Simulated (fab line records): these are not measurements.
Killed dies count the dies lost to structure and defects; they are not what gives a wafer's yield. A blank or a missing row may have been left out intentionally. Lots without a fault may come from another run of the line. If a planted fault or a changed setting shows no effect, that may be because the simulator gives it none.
fab line records :: flow n5_finfet :: part 2 of 2: steps 23 to 29 of 29
record
  lots=5
  wafers=15
  last_day=17
route steps=1938 shown BEOL_M13@1671
lots with no fault: from the same line, run without faults
start_h: the number of hours between the record's first day and the start of the first shown wafer of the lot :: wait_h: hours elapsed since this lot's preceding step :: " identical to the entry in the row above :: L1.1+2: a row that stands for several wafers :: - no value present, or no start provided :: * or withheld: withheld :: < > ~ a bound
route shown NAME@n: names a module that has steps shown in the file, with the first one's number in the route :: usual: the fault-free wafers' mean and standard deviation :: same: alike in all rows :: chamber/n: place in a boat :: sites: readings site by site :: _std_site: standard deviation across them :: _edge_site: mean of outer sites minus mean of inner sites :: radius_mm: for every site, how far away it sits from the centre of the wafer :: mask NAME#n: copy n :: behind: the tool/chamber that last shaped the wafer :: hold: what put the lot on hold/how long, in hours/how the hold closed :: device: the n, p or np transistor that did not switch :: end of line: tests run on the same wafers once the route is complete :: where a step has no rows: the recipe by itself :: killed: not the wafer's yield, but the dies lost to structure and defects at the first sort :: map: the dies of a wafer, with x for killed, . for not killed, _ for no die there
set.NAME: setting as actually run; set.NAME@STEP: the setting as run at that earlier step :: model.NAME: the simulator's own value behind a step, which no gauge read
a table for each step, a row for each wafer; lots at some steps of the route
services: when a tool's chamber went out of use (start_h, in hours from the record's first day, below 0 if earlier), for how many hours, and the reason
## steps
# step N5_BEOL_M13_ETCH_67
# recipe
  chemistry=CF4
  target=SiARC
  target_depth_a=1430
  time_s=238.3
  ion_energy_ev=80
  pressure_mtorr=40
  source_w=545
  bias_w=36
  Ar_flow_sccm=100
  cf4_flow_sccm=100
  ends=cleared
# usual
  chamber_pressure_mTorr=40.01/0.036
  drypump_motor_current_A=5.8/0.51
  etch_rf_on_time_s=236/5.5
  oes_product_au=0.67/0.06
  rf_vpp_V=183.9/0.96
  showerhead_plenum_p_Torr=2.12/0.046
  throttle_valve_pct=15.56/0.22
lot.wafer: L074.1
tool: rie_diel-05
chamber: 1
start_h: 234.11
wait_h: 0.0
chamber_pressure_mTorr: 39.99
drypump_motor_current_A: 5.6
etch_rf_on_time_s: 236
oes_product_au: 0.63
rf_hours_counter_h: 179
rf_vpp_V: 186.1
showerhead_plenum_p_Torr: 2.20
throttle_valve_pct: 15.47

lot.wafer: L074.5
tool: rie_diel-05
chamber: 3
start_h: 234.11
wait_h: 0.0
chamber_pressure_mTorr: 40.08
drypump_motor_current_A: 6.4
etch_rf_on_time_s: 236
oes_product_au: 0.69
rf_hours_counter_h: -
rf_vpp_V: 183.3
showerhead_plenum_p_Torr: 2.10
throttle_valve_pct: 15.82

lot.wafer: L074.6
tool: rie_diel-05
chamber: 2
start_h: 234.11
wait_h: 0.0
chamber_pressure_mTorr: 40.03
drypump_motor_current_A: 5.9
etch_rf_on_time_s: 228
oes_product_au: 0.69
rf_hours_counter_h: -
rf_vpp_V: 183.8
showerhead_plenum_p_Torr: 2.16
throttle_valve_pct: 15.45

lot.wafer: L078.2
tool: rie_diel-02
chamber: 0
start_h: 261.57
wait_h: 0.0
chamber_pressure_mTorr: 39.96
drypump_motor_current_A: 5.4
etch_rf_on_time_s: 229
oes_product_au: 0.74
rf_hours_counter_h: 71
rf_vpp_V: 184.6
showerhead_plenum_p_Torr: 2.08
throttle_valve_pct: 15.06

lot.wafer: L078.3
tool: rie_diel-02
chamber: 2
start_h: 261.57
wait_h: 0.0
chamber_pressure_mTorr: 40.02
drypump_motor_current_A: 6.4
etch_rf_on_time_s: 244
oes_product_au: 0.59
rf_hours_counter_h: 186
rf_vpp_V: 184.5
showerhead_plenum_p_Torr: 2.13
throttle_valve_pct: 15.82

lot.wafer: L078.4
tool: rie_diel-02
chamber: 3
start_h: 261.57
wait_h: 0.0
chamber_pressure_mTorr: 40.07
drypump_motor_current_A: 5.4
etch_rf_on_time_s: 243
oes_product_au: 0.62
rf_hours_counter_h: 186
rf_vpp_V: 184.2
showerhead_plenum_p_Torr: 2.10
throttle_valve_pct: 15.71

lot.wafer: L084.1
tool: rie_diel-02
chamber: 2
start_h: 306.84
wait_h: 0.0
chamber_pressure_mTorr: 40.02
drypump_motor_current_A: 6.5
etch_rf_on_time_s: 249
oes_product_au: 0.58
rf_hours_counter_h: 200
rf_vpp_V: 184.8
showerhead_plenum_p_Torr: 2.12
throttle_valve_pct: 15.85

lot.wafer: L084.2
tool: rie_diel-02
chamber: 3
start_h: 306.84
wait_h: 0.0
chamber_pressure_mTorr: 39.99
drypump_motor_current_A: 5.4
etch_rf_on_time_s: 245
oes_product_au: 0.60
rf_hours_counter_h: 200
rf_vpp_V: 182.5
showerhead_plenum_p_Torr: 2.09
throttle_valve_pct: 15.77

lot.wafer: L084.6
tool: rie_diel-02
chamber: 1
start_h: 306.84
wait_h: 0.0
chamber_pressure_mTorr: 40.00
drypump_motor_current_A: 5.7
etch_rf_on_time_s: 239
oes_product_au: 0.65
rf_hours_counter_h: -
rf_vpp_V: 182.2
showerhead_plenum_p_Torr: 2.06
throttle_valve_pct: 15.50

lot.wafer: L095.2
tool: rie_diel-02
chamber: 3
start_h: 357.29
wait_h: 0.0
chamber_pressure_mTorr: 40.00
drypump_motor_current_A: 5.4
etch_rf_on_time_s: 246
oes_product_au: 0.59
rf_hours_counter_h: 216
rf_vpp_V: 183.6
showerhead_plenum_p_Torr: 2.09
throttle_valve_pct: 15.80

lot.wafer: L095.3
tool: rie_diel-02
chamber: 2
start_h: 357.29
wait_h: 0.0
chamber_pressure_mTorr: 40.00
drypump_motor_current_A: 6.4
etch_rf_on_time_s: 249
oes_product_au: 0.57
rf_hours_counter_h: 216
rf_vpp_V: 184.2
showerhead_plenum_p_Torr: 2.12
throttle_valve_pct: 15.89

lot.wafer: L095.6
tool: rie_diel-02
chamber: 2
start_h: 357.29
wait_h: 0.0
chamber_pressure_mTorr: 39.94
drypump_motor_current_A: 6.4
etch_rf_on_time_s: 250
oes_product_au: 0.57
rf_hours_counter_h: -
rf_vpp_V: 183.8
showerhead_plenum_p_Torr: 2.12
throttle_valve_pct: 15.87

lot.wafer: L096.4
tool: rie_diel-03
chamber: 3
start_h: 374.66
wait_h: 0.0
chamber_pressure_mTorr: 40.03
drypump_motor_current_A: 6.7
etch_rf_on_time_s: 235
oes_product_au: 0.65
rf_hours_counter_h: 143
rf_vpp_V: 183.9
showerhead_plenum_p_Torr: 2.14
throttle_valve_pct: 15.51

lot.wafer: L096.5
tool: rie_diel-03
chamber: 0
start_h: 374.66
wait_h: 0.0
chamber_pressure_mTorr: 39.98
drypump_motor_current_A: 5.3
etch_rf_on_time_s: 235
oes_product_au: 0.67
rf_hours_counter_h: -
rf_vpp_V: 184.5
showerhead_plenum_p_Torr: 2.06
throttle_valve_pct: 15.60

lot.wafer: L096.6
tool: rie_diel-03
chamber: 3
start_h: 374.66
wait_h: 0.0
chamber_pressure_mTorr: 40.01
drypump_motor_current_A: 6.7
etch_rf_on_time_s: 237
oes_product_au: 0.66
rf_hours_counter_h: -
rf_vpp_V: 183.9
showerhead_plenum_p_Torr: 2.14
throttle_valve_pct: 15.52
# step N5_BEOL_M13_ETCH_68
# recipe
  chemistry=N2/H2
  target=SOC
  mask_material=SiARC
  source_w=3000
  bias_w=350
  temp_c=40
  time_s=355
  ion_energy_ev=200
  pressure_mtorr=30
  n2_flow_sccm=200
  h2_flow_sccm=200
# usual
  chamber_pressure_mTorr=30.000/0.029
  drypump_motor_current_A=5.8/0.51
  oes_product_au=0.78/0.069
  rf_vpp_V=523.1/1.9
  showerhead_plenum_p_Torr=2.52/0.053
  throttle_valve_pct=17.75/0.27
lot.wafer: L074.1
tool: rie_diel-05
chamber: 1
start_h: 234.26
wait_h: 0.1
chamber_pressure_mTorr: 30.038
drypump_motor_current_A: 5.6
oes_product_au: 0.73
rf_hours_counter_h: 179
rf_vpp_V: 526.9
showerhead_plenum_p_Torr: 2.61
throttle_valve_pct: 17.54

lot.wafer: L074.5
tool: rie_diel-05
chamber: 3
start_h: 234.26
wait_h: 0.1
chamber_pressure_mTorr: 29.981
drypump_motor_current_A: 6.4
oes_product_au: 0.80
rf_hours_counter_h: -
rf_vpp_V: 520.9
showerhead_plenum_p_Torr: 2.48
throttle_valve_pct: 18.12

lot.wafer: L074.6
tool: rie_diel-05
chamber: 2
start_h: 234.26
wait_h: 0.1
chamber_pressure_mTorr: 29.993
drypump_motor_current_A: 5.9
oes_product_au: 0.80
rf_hours_counter_h: -
rf_vpp_V: 524.5
showerhead_plenum_p_Torr: 2.54
throttle_valve_pct: 17.42

lot.wafer: L078.2
tool: rie_diel-02
chamber: 0
start_h: 261.71
wait_h: 0.1
chamber_pressure_mTorr: 29.991
drypump_motor_current_A: 5.4
oes_product_au: 0.86
rf_hours_counter_h: 71
rf_vpp_V: 522.6
showerhead_plenum_p_Torr: 2.50
throttle_valve_pct: 17.44

lot.wafer: L078.3
tool: rie_diel-02
chamber: 2
start_h: 261.71
wait_h: 0.1
chamber_pressure_mTorr: 30.032
drypump_motor_current_A: 6.4
oes_product_au: 0.69
rf_hours_counter_h: 186
rf_vpp_V: 524.2
showerhead_plenum_p_Torr: 2.51
throttle_valve_pct: 17.84

lot.wafer: L078.4
tool: rie_diel-02
chamber: 3
start_h: 261.71
wait_h: 0.1
chamber_pressure_mTorr: 30.050
drypump_motor_current_A: 5.4
oes_product_au: 0.74
rf_hours_counter_h: 186
rf_vpp_V: 522.3
showerhead_plenum_p_Torr: 2.55
throttle_valve_pct: 18.21

lot.wafer: L084.1
tool: rie_diel-02
chamber: 2
start_h: 306.98
wait_h: 0.1
chamber_pressure_mTorr: 29.967
drypump_motor_current_A: 6.4
oes_product_au: 0.67
rf_hours_counter_h: 200
rf_vpp_V: 524.9
showerhead_plenum_p_Torr: 2.51
throttle_valve_pct: 17.85

lot.wafer: L084.2
tool: rie_diel-02
chamber: 3
start_h: 306.98
wait_h: 0.1
chamber_pressure_mTorr: 30.014
drypump_motor_current_A: 5.4
oes_product_au: 0.72
rf_hours_counter_h: 200
rf_vpp_V: 522.8
showerhead_plenum_p_Torr: 2.55
throttle_valve_pct: 18.22

lot.wafer: L084.6
tool: rie_diel-02
chamber: 1
start_h: 306.98
wait_h: 0.1
chamber_pressure_mTorr: 29.935
drypump_motor_current_A: 5.7
oes_product_au: 0.75
rf_hours_counter_h: -
rf_vpp_V: 520.6
showerhead_plenum_p_Torr: 2.44
throttle_valve_pct: 17.79

lot.wafer: L095.2
tool: rie_diel-02
chamber: 3
start_h: 357.43
wait_h: 0.1
chamber_pressure_mTorr: 29.941
drypump_motor_current_A: 5.4
oes_product_au: 0.72
rf_hours_counter_h: 216
rf_vpp_V: 523.9
showerhead_plenum_p_Torr: 2.54
throttle_valve_pct: 18.27

lot.wafer: L095.3
tool: rie_diel-02
chamber: 2
start_h: 357.43
wait_h: 0.1
chamber_pressure_mTorr: 30.008
drypump_motor_current_A: 6.4
oes_product_au: 0.67
rf_hours_counter_h: 216
rf_vpp_V: 522.5
showerhead_plenum_p_Torr: 2.50
throttle_valve_pct: 17.89

lot.wafer: L095.6
tool: rie_diel-02
chamber: 2
start_h: 357.43
wait_h: 0.1
chamber_pressure_mTorr: 29.995
drypump_motor_current_A: 6.4
oes_product_au: 0.68
rf_hours_counter_h: -
rf_vpp_V: 524.1
showerhead_plenum_p_Torr: 2.50
throttle_valve_pct: 17.88

lot.wafer: L096.4
tool: rie_diel-03
chamber: 3
start_h: 374.81
wait_h: 0.1
chamber_pressure_mTorr: 30.029
drypump_motor_current_A: 6.7
oes_product_au: 0.76
rf_hours_counter_h: 143
rf_vpp_V: 524.4
showerhead_plenum_p_Torr: 2.55
throttle_valve_pct: 17.69

lot.wafer: L096.5
tool: rie_diel-03
chamber: 0
start_h: 374.81
wait_h: 0.1
chamber_pressure_mTorr: 30.013
drypump_motor_current_A: 5.3
oes_product_au: 0.78
rf_hours_counter_h: -
rf_vpp_V: 520.8
showerhead_plenum_p_Torr: 2.45
throttle_valve_pct: 17.86

lot.wafer: L096.6
tool: rie_diel-03
chamber: 3
start_h: 374.81
wait_h: 0.1
chamber_pressure_mTorr: 29.959
drypump_motor_current_A: 6.7
oes_product_au: 0.75
rf_hours_counter_h: -
rf_vpp_V: 522.5
showerhead_plenum_p_Torr: 2.55
throttle_valve_pct: 17.72
# step N5_BEOL_M13_STRIP_69
# recipe
  chemistry=N2/H2
  temp_c=40
  n2_flow_sccm=200
  h2_flow_sccm=200
  rf_frequency_hz=6e+07
lot.wafer: L074.1+5+6
tool: rie_diel-05
chamber: 1,3,2
start_h: 234.47
wait_h: 0.1

lot.wafer: L078.2+3+4
tool: rie_diel-02
chamber: 0,2,3
start_h: 261.92
wait_h: 0.1

lot.wafer: L084.1+2+6
tool: rie_diel-02
chamber: 2,3,1
start_h: 307.20
wait_h: 0.1

lot.wafer: L095.2+3+6
tool: rie_diel-02
chamber: 3,2,2
start_h: 357.65
wait_h: 0.1

lot.wafer: L096.4+5+6
tool: rie_diel-03
chamber: 3,0,3
start_h: 375.02
wait_h: 0.1
# step N5_BEOL_M13_TRENCH_ETCH_34
# recipe
  chemistry=C4F8/O2/Ar
  target=SiOC
  target_depth_a=4134.7
  mask_material=SOC
  pressure_mtorr=30
  source_w=3000
  bias_w=700
  Ar_flow_sccm=400
  C4F8_flow_sccm=15
  O2_flow_sccm=8
  he_inner_torr=15
  he_outer_torr=30
  time_s=162.6
  ion_energy_ev=250
# usual
  C4F8_flow_sccm=15.00/0.045
  O2_flow_sccm=8.000/0.022
  chamber_pressure_mTorr=29.997/0.028
  drypump_motor_current_A=5.8/0.51
  oes_product_au=0.78/0.069
  rf_vpp_V=664.5/2.4
  showerhead_plenum_p_Torr=3.38/0.062
  throttle_valve_pct=24.11/0.25
lot.wafer: L074.1
tool: rie_diel-05
chamber: 1
start_h: 234.48
wait_h: 0.0
C4F8_flow_sccm: 14.97
O2_flow_sccm: 7.984
chamber_pressure_mTorr: 30.019
drypump_motor_current_A: 5.7
oes_product_au: 0.72
rf_hours_counter_h: 179
rf_vpp_V: 668.7
showerhead_plenum_p_Torr: 3.50
throttle_valve_pct: 23.86

lot.wafer: L074.5
tool: rie_diel-05
chamber: 3
start_h: 234.48
wait_h: 0.0
C4F8_flow_sccm: 15.02
O2_flow_sccm: 7.982
chamber_pressure_mTorr: 30.051
drypump_motor_current_A: 6.4
oes_product_au: 0.79
rf_hours_counter_h: -
rf_vpp_V: 661.4
showerhead_plenum_p_Torr: 3.35
throttle_valve_pct: 24.58

lot.wafer: L074.6
tool: rie_diel-05
chamber: 2
start_h: 234.48
wait_h: 0.0
C4F8_flow_sccm: 15.05
O2_flow_sccm: 8.002
chamber_pressure_mTorr: 30.006
drypump_motor_current_A: 5.9
oes_product_au: 0.79
rf_hours_counter_h: -
rf_vpp_V: 666.4
showerhead_plenum_p_Torr: 3.42
throttle_valve_pct: 23.89

lot.wafer: L078.2
tool: rie_diel-02
chamber: 0
start_h: 261.93
wait_h: 0.0
C4F8_flow_sccm: 15.01
O2_flow_sccm: 8.018
chamber_pressure_mTorr: 30.015
drypump_motor_current_A: 5.4
oes_product_au: 0.84
rf_hours_counter_h: 71
rf_vpp_V: 662.3
showerhead_plenum_p_Torr: 3.35
throttle_valve_pct: 23.74

lot.wafer: L078.3
tool: rie_diel-02
chamber: 2
start_h: 261.93
wait_h: 0.0
C4F8_flow_sccm: 15.01
O2_flow_sccm: 8.009
chamber_pressure_mTorr: 29.953
drypump_motor_current_A: 6.4
oes_product_au: 0.69
rf_hours_counter_h: 187
rf_vpp_V: 664.7
showerhead_plenum_p_Torr: 3.39
throttle_valve_pct: 24.34

lot.wafer: L078.4
tool: rie_diel-02
chamber: 3
start_h: 261.93
wait_h: 0.0
C4F8_flow_sccm: 15.07
O2_flow_sccm: 7.976
chamber_pressure_mTorr: 30.054
drypump_motor_current_A: 5.4
oes_product_au: 0.73
rf_hours_counter_h: 186
rf_vpp_V: 666.1
showerhead_plenum_p_Torr: 3.35
throttle_valve_pct: 24.18

lot.wafer: L084.1
tool: rie_diel-02
chamber: 2
start_h: 307.21
wait_h: 0.0
C4F8_flow_sccm: 15.00
O2_flow_sccm: 8.030
chamber_pressure_mTorr: 29.997
drypump_motor_current_A: 6.4
oes_product_au: 0.69
rf_hours_counter_h: 200
rf_vpp_V: 666.1
showerhead_plenum_p_Torr: 3.39
throttle_valve_pct: 24.35

lot.wafer: L084.2
tool: rie_diel-02
chamber: 3
start_h: 307.21
wait_h: 0.0
C4F8_flow_sccm: 15.00
O2_flow_sccm: 7.963
chamber_pressure_mTorr: 29.970
drypump_motor_current_A: 5.4
oes_product_au: 0.72
rf_hours_counter_h: 200
rf_vpp_V: 665.5
showerhead_plenum_p_Torr: 3.34
throttle_valve_pct: 24.22

lot.wafer: L084.6
tool: rie_diel-02
chamber: 1
start_h: 307.21
wait_h: 0.0
C4F8_flow_sccm: 14.98
O2_flow_sccm: 8.009
chamber_pressure_mTorr: 29.958
drypump_motor_current_A: 5.7
oes_product_au: 0.76
rf_hours_counter_h: -
rf_vpp_V: 662.6
showerhead_plenum_p_Torr: 3.30
throttle_valve_pct: 24.16

lot.wafer: L095.2
tool: rie_diel-02
chamber: 3
start_h: 357.66
wait_h: 0.0
C4F8_flow_sccm: 14.91
O2_flow_sccm: 7.978
chamber_pressure_mTorr: 29.983
drypump_motor_current_A: 5.4
oes_product_au: 0.71
rf_hours_counter_h: 217
rf_vpp_V: 665.0
showerhead_plenum_p_Torr: 3.33
throttle_valve_pct: 24.22

lot.wafer: L095.3
tool: rie_diel-02
chamber: 2
start_h: 357.66
wait_h: 0.0
C4F8_flow_sccm: 14.93
O2_flow_sccm: 7.976
chamber_pressure_mTorr: 30.030
drypump_motor_current_A: 6.4
oes_product_au: 0.67
rf_hours_counter_h: 216
rf_vpp_V: 664.1
showerhead_plenum_p_Torr: 3.38
throttle_valve_pct: 24.38

lot.wafer: L095.6
tool: rie_diel-02
chamber: 2
start_h: 357.66
wait_h: 0.0
C4F8_flow_sccm: 14.99
O2_flow_sccm: 7.969
chamber_pressure_mTorr: 30.032
drypump_motor_current_A: 6.4
oes_product_au: 0.67
rf_hours_counter_h: -
rf_vpp_V: 664.1
showerhead_plenum_p_Torr: 3.38
throttle_valve_pct: 24.36

lot.wafer: L096.4
tool: rie_diel-03
chamber: 3
start_h: 375.03
wait_h: 0.0
C4F8_flow_sccm: 14.92
O2_flow_sccm: 8.018
chamber_pressure_mTorr: 30.033
drypump_motor_current_A: 6.6
oes_product_au: 0.76
rf_hours_counter_h: 143
rf_vpp_V: 665.8
showerhead_plenum_p_Torr: 3.39
throttle_valve_pct: 23.90

lot.wafer: L096.5
tool: rie_diel-03
chamber: 0
start_h: 375.03
wait_h: 0.0
C4F8_flow_sccm: 14.98
O2_flow_sccm: 8.018
chamber_pressure_mTorr: 29.987
drypump_motor_current_A: 5.3
oes_product_au: 0.77
rf_hours_counter_h: -
rf_vpp_V: 661.1
showerhead_plenum_p_Torr: 3.30
throttle_valve_pct: 24.24

lot.wafer: L096.6
tool: rie_diel-03
chamber: 3
start_h: 375.03
wait_h: 0.0
C4F8_flow_sccm: 14.94
O2_flow_sccm: 7.993
chamber_pressure_mTorr: 29.981
drypump_motor_current_A: 6.6
oes_product_au: 0.76
rf_hours_counter_h: -
rf_vpp_V: 666.1
showerhead_plenum_p_Torr: 3.39
throttle_valve_pct: 23.89
# step N5_BEOL_M13_STRIP_70
# recipe
  chemistry=C4F8/O2/Ar
  resist=SiARC
  rf_frequency_hz=6e+07
lot.wafer: L074.1+5+6
tool: rie_diel-05
chamber: 1,3,2
start_h: 234.61
wait_h: 0.1

lot.wafer: L078.2+3+4
tool: rie_diel-02
chamber: 0,2,3
start_h: 262.07
wait_h: 0.1

lot.wafer: L084.1+2+6
tool: rie_diel-02
chamber: 2,3,1
start_h: 307.34
wait_h: 0.1

lot.wafer: L095.2+3+6
tool: rie_diel-02
chamber: 3,2,2
start_h: 357.79
wait_h: 0.1

lot.wafer: L096.4+5+6
tool: rie_diel-03
chamber: 3,0,3
start_h: 375.17
wait_h: 0.1
# step N5_BEOL_M13_OCD_MEAS_35
# usual
  trench_depth_nm=412/7.5
lot.wafer: L074.1
tool: ocd-02
chamber: -
start_h: 234.65
wait_h: 0.0
trench_depth_nm: 407

lot.wafer: L074.5
tool: ocd-02
chamber: -
start_h: 234.65
wait_h: 0.0
trench_depth_nm: 409

lot.wafer: L074.6
tool: ocd-02
chamber: -
start_h: 234.65
wait_h: 0.0
trench_depth_nm: 411

lot.wafer: L078.2
tool: ocd-02
chamber: -
start_h: 262.11
wait_h: 0.0
trench_depth_nm: 411

lot.wafer: L078.3
tool: ocd-02
chamber: -
start_h: 262.11
wait_h: 0.0
trench_depth_nm: 403

lot.wafer: L078.4
tool: ocd-02
chamber: -
start_h: 262.11
wait_h: 0.0
trench_depth_nm: 413

lot.wafer: L084.1
tool: ocd-01
chamber: -
start_h: 307.38
wait_h: 0.0
trench_depth_nm: 405

lot.wafer: L084.2
tool: ocd-01
chamber: -
start_h: 307.38
wait_h: 0.0
trench_depth_nm: 424

lot.wafer: L084.6
tool: ocd-01
chamber: -
start_h: 307.38
wait_h: 0.0
trench_depth_nm: 404

lot.wafer: L095.2
tool: ocd-02
chamber: -
start_h: 357.83
wait_h: 0.0
trench_depth_nm: 415

lot.wafer: L095.3
tool: ocd-02
chamber: -
start_h: 357.83
wait_h: 0.0
trench_depth_nm: 404

lot.wafer: L095.6
tool: ocd-02
chamber: -
start_h: 357.83
wait_h: 0.0
trench_depth_nm: 401

lot.wafer: L096.4
tool: ocd-01
chamber: -
start_h: 375.21
wait_h: 0.0
trench_depth_nm: 414

lot.wafer: L096.5
tool: ocd-01
chamber: -
start_h: 375.21
wait_h: 0.0
trench_depth_nm: 410

lot.wafer: L096.6
tool: ocd-01
chamber: -
start_h: 375.21
wait_h: 0.0
trench_depth_nm: 414
# step N5_BEOL_M13_STRIP_37
# recipe
  chemistry=N2/H2
  power_w=1000
  temp_c=250
  h2_frac=0.65
  overash_fraction=0.3
  pressure_mtorr=withheld
  n2_flow_sccm=1750
  h2_flow_sccm=3250
# usual
  drypump_motor_current_A=5.7/0.38
  heater_power_w=354/38
  oes_product_au=0.784/0.01
lot.wafer: L074.1
tool: plasma_asher-02
chamber: 1
start_h: 234.69
wait_h: 0.0
drypump_motor_current_A: 5.9
heater_power_w: 324
oes_product_au: 0.772
rf_hours_counter_h: 76

lot.wafer: L074.5
tool: plasma_asher-02
chamber: 1
start_h: 234.69
wait_h: 0.0
drypump_motor_current_A: 5.8
heater_power_w: 328
oes_product_au: 0.777
rf_hours_counter_h: -

lot.wafer: L074.6
tool: plasma_asher-02
chamber: 0
start_h: 234.69
wait_h: 0.0
drypump_motor_current_A: 5.4
heater_power_w: 404
oes_product_au: 0.786
rf_hours_counter_h: -

lot.wafer: L078.2
tool: plasma_asher-01
chamber: 0
start_h: 262.15
wait_h: 0.0
drypump_motor_current_A: 6.1
heater_power_w: 309
oes_product_au: 0.795
rf_hours_counter_h: 111

lot.wafer: L078.3
tool: plasma_asher-01
chamber: 0
start_h: 262.15
wait_h: 0.0
drypump_motor_current_A: 6.1
heater_power_w: 317
oes_product_au: 0.773
rf_hours_counter_h: -

lot.wafer: L078.4
tool: plasma_asher-01
chamber: 1
start_h: 262.15
wait_h: 0.0
drypump_motor_current_A: 5.2
heater_power_w: 371
oes_product_au: 0.780
rf_hours_counter_h: -

lot.wafer: L084.1
tool: plasma_asher-01
chamber: 0
start_h: 307.42
wait_h: 0.0
drypump_motor_current_A: 6.1
heater_power_w: 311
oes_product_au: 0.791
rf_hours_counter_h: 120

lot.wafer: L084.2
tool: plasma_asher-01
chamber: 1
start_h: 307.42
wait_h: 0.0
drypump_motor_current_A: 5.2
heater_power_w: 372
oes_product_au: 0.777
rf_hours_counter_h: 120

lot.wafer: L084.6
tool: plasma_asher-01
chamber: 0
start_h: 307.42
wait_h: 0.0
drypump_motor_current_A: 6.1
heater_power_w: 308
oes_product_au: 0.785
rf_hours_counter_h: -

lot.wafer: L095.2
tool: plasma_asher-02
chamber: 0
start_h: 357.87
wait_h: 0.0
drypump_motor_current_A: 5.4
heater_power_w: 417
oes_product_au: 0.780
rf_hours_counter_h: 103

lot.wafer: L095.3
tool: plasma_asher-02
chamber: 0
start_h: 357.87
wait_h: 0.0
drypump_motor_current_A: 5.4
heater_power_w: 406
oes_product_au: 0.795
rf_hours_counter_h: -

lot.wafer: L095.6
tool: plasma_asher-02
chamber: 0
start_h: 357.87
wait_h: 0.0
drypump_motor_current_A: 5.4
heater_power_w: 412
oes_product_au: 0.807
rf_hours_counter_h: -

lot.wafer: L096.4
tool: plasma_asher-02
chamber: 1
start_h: 375.27
wait_h: 0.1
drypump_motor_current_A: 5.8
heater_power_w: 327
oes_product_au: 0.768
rf_hours_counter_h: -

lot.wafer: L096.5
tool: plasma_asher-02
chamber: 0
start_h: 375.27
wait_h: 0.1
drypump_motor_current_A: 5.4
heater_power_w: 411
oes_product_au: 0.792
rf_hours_counter_h: -

lot.wafer: L096.6
tool: plasma_asher-02
chamber: 1
start_h: 375.27
wait_h: 0.1
drypump_motor_current_A: 5.9
heater_power_w: 333
oes_product_au: 0.776
rf_hours_counter_h: -
## services
tool: krf_scanner-01
chamber: -
start_h: 209.77
hours: 1.0
kind: pm

tool: krf_scanner-02
chamber: -
start_h: 248.43
hours: 1.3
kind: repair

tool: rie_diel-02
chamber: -
start_h: 249.58
hours: 2.8
kind: pm

tool: plasma_asher-01
chamber: -
start_h: 256.03
hours: 2.5
kind: repair

tool: rie_diel-03
chamber: 2
start_h: 261.75
hours: -
kind: clean

tool: rie_diel-03
chamber: 2
start_h: 261.75
hours: -
kind: consumable_replace:focus_ring

tool: rie_diel-03
chamber: 2
start_h: 261.75
hours: 24.2
kind: scheduled_down

tool: rie_diel-03
chamber: 2
start_h: 261.75
hours: 24.2
kind: vent_cycle

tool: rie_diel-05
chamber: 0
start_h: 269.66
hours: -
kind: clean

tool: rie_diel-05
chamber: 0
start_h: 269.66
hours: -
kind: consumable_replace:focus_ring

tool: rie_diel-05
chamber: 0
start_h: 269.66
hours: 24.8
kind: scheduled_down

tool: rie_diel-05
chamber: 0
start_h: 269.66
hours: 24.8
kind: vent_cycle

tool: krf_scanner-01
chamber: -
start_h: 281.08
hours: 1.1
kind: repair

tool: krf_scanner-01
chamber: -
start_h: 289.29
hours: 1.4
kind: repair

tool: wet_bench-01
chamber: -
start_h: 292.02
hours: 1.6
kind: repair

tool: krf_scanner-02
chamber: -
start_h: 306.25
hours: 1.0
kind: pm

tool: krf_scanner-02
chamber: -
start_h: 311.51
hours: 1.3
kind: pm

tool: krf_scanner-01
chamber: -
start_h: 321.44
hours: 1.3
kind: pm

tool: krf_scanner-02
chamber: -
start_h: 339.54
hours: 0.9
kind: repair

tool: krf_scanner-02
chamber: -
start_h: 344.31
hours: 0.3
kind: repair

tool: rie_diel-05
chamber: 2
start_h: 348.81
hours: 20.3
kind: repair

tool: krf_scanner-02
chamber: -
start_h: 362.31
hours: 0.8
kind: repair

tool: litho_track-03
chamber: -
start_h: 368.95
hours: -
kind: consumable_replace:filter

tool: krf_scanner-01
chamber: -
start_h: 369.21
hours: 0.8
kind: pm
